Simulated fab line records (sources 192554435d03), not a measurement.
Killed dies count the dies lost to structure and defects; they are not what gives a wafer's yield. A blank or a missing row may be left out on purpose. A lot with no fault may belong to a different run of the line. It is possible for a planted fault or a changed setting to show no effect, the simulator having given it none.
Comparing a struck lot with a sound one / flow n5Finfet / 23 out of 1938 route steps
Sound: these wafers, L366.4, L366.5, L366.6. Struck: wafers L363.1, L363.2, L363.6. The cause comes at the end.
For every step that has rows: the tool of each side, followed by ch and its chambers, followed by its first start. Under that, the readings that differ: sound wafers / struck wafers / difference of the means / sigmas: that difference in standard deviations of wafers without a fault.
alike: readings with means less than 2 such deviations apart, plus words and numbers identical on both sides. not compared: withheld readings, readings lacking a value on some wafer, bounds such as >300 that could conceal the same value, and numbers that have no deviation in the record and whose values overlap.
The two part at a step that has a row with sigmas, a row that says differs or no value, or rows on one side only. When numbers do not overlap yet have no deviation, they are printed without sigmas and do not part them. Lack of a reading on every wafer of one side parts them only where that side has two or more wafers.

first, 9 steps without rows for these wafers: N5_GATE_CUT_VAPOR_ETCH_51 (etches HfO2 in BCl3/Cl2); N5_GATE_CUT_STRIP_21 (strips in N2/H2, time 30 s); N5_GATE_CUT_STRIP_29 (strips in post etch residue remover, time 60 s); N5_GATE_CUT_SRD_52 (time 30 s); N5_GATE_CUT_ALD_22 (deposits SiNx, target thk 16 nm, pulse time 1 s, ald cycles 320); N5_GATE_CUT_CMP_23 (polishes, stops on SiO2, t overpolish 23.4 s, target thk 16 nm); N5_GATE_CUT_CMP_43 (polishes SiO2); N5_GATE_CUT_CMP_61 (polishes, stops on SiNx, t overpolish 3 s); N5_MOL_CONTACT_COAG_COAT_103 (time 60 s, resist thk 80 nm).
N5_MOL_CONTACT_COAG_COAT_104: time 60 s, resist thk 12 nm.
  sound on lithoTrack-05 ch 0, day 10 12:56; struck on lithoTrack-03 ch 0, day 9 11:43
reading=spinSpeedRpm (rpm); sound=1501.4 1499.6 1500.0; struck=1590.7 1589.5 1590.1; difference=+89.8; sigmas=+92
reading=model.SiARC_of_MOL_CONTACT_COAG_COAT_104.thkNm (nm); sound=12 12 12; struck=11.6 11.6 11.6; difference=-0.4; sigmas=
  alike: exhaustPa
then, 9 steps without rows for these wafers: N5_MOL_CONTACT_COAG_COAT_58 (time 60 s, resist thk 10 nm); N5_MOL_CONTACT_COAG_COAT_02 (resist thk 30 nm); N5_MOL_CONTACT_COAG_EBR_04; N5_MOL_CONTACT_COAG_SOFTBAKE_03 (time 60 s); N5_MOL_CONTACT_COAG_EXPOSE_05 (exposes mask CA, defocus 0 nm); N5_MOL_CONTACT_COAG_PEB_06 (peb time 60 s); N5_MOL_CONTACT_COAG_DEVELOP_07 (develop time 30 s); N5_MOL_CONTACT_COAG_DESCUM_13 (chemistry O2, time 7 s); N5_MOL_CONTACT_COAG_ETCH_59 (etches underlayer in N2/H2, target depth 13 nm, time 10.4 s).
N5_MOL_CONTACT_COAG_ETCH_105: etches SiARC in CF4, target depth 15.6 nm, time 26 s.
  sound on rieDiel-03 ch 0,1,3, day 10 13:23; struck on rieDiel-01 ch 2,3, day 9 12:17
reading=oesProductAu (a.u.); sound=0.60 0.60 0.71; struck=0.80 0.80 0.80; difference=+0.16; sigmas=+2
reading=model.etch.depthNm (nm); sound=12.04 12.08 12.05; struck=11.68 11.64 11.68; difference=-0.39; sigmas=
  alike: drypumpMotorCurrentA, etchRfOnTimeS, mfcArSccm, rfVppV, showerheadPlenumPTorr, throttleValvePct
  not compared: rfHoursCounterH, model.CAR-EUV_of_MOL_CONTACT_COAG_COAT_02.thkNm
N5_MOL_CONTACT_COAG_ETCH_106: etches SOC in N2/H2, target depth 80 nm, overetch 16 nm, time 120 s.
  sound on rieDiel-03 ch 0,1,3, day 10 13:25; struck on rieDiel-01 ch 2,3, day 9 12:19
reading=oesProductAu (a.u.); sound=0.62 0.62 0.73; struck=0.84 0.82 0.84; difference=+0.18; sigmas=+2
  alike: drypumpMotorCurrentA, h2FlowSccm, rfVppV, showerheadPlenumPTorr, throttleValvePct
  not compared: rfHoursCounterH, model.SiARC_of_MOL_CONTACT_COAG_COAT_104.thkNm
then, 1 step without rows for these wafers: N5_MOL_CONTACT_COAG_STRIP_107 (strips in N2/H2).
-- a jump in the record: the struck wafers' starts before and after are 3 days apart (it breaks off in module MOL_CONTACT_COAG and resumes in module BEOL_M4, where the first step shown is number 1111 of the route) --
N5_BEOL_M4_RC_MEAS_101:
  sound on prober-01 ch 0, day 14 15:46; struck on prober-01 ch 0, day 12 22:20
  alike: DIBL_N, DIBL_P, IOFF_N, IOFF_P, ION_N, ION_P, SS_N, SS_P, VT_N, VT_P

WHERE THEY PART
Last at N5_MOL_CONTACT_COAG_ETCH_106 as far as this record goes, first at N5_MOL_CONTACT_COAG_COAT_104. Later steps at which nothing parts them and some readings are alike: N5_BEOL_M4_RC_MEAS_101.

WHY: what the simulator had put in
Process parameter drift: lithoTrack-03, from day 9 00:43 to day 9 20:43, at N5_MOL_CONTACT_COAG_COAT_104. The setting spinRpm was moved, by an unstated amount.
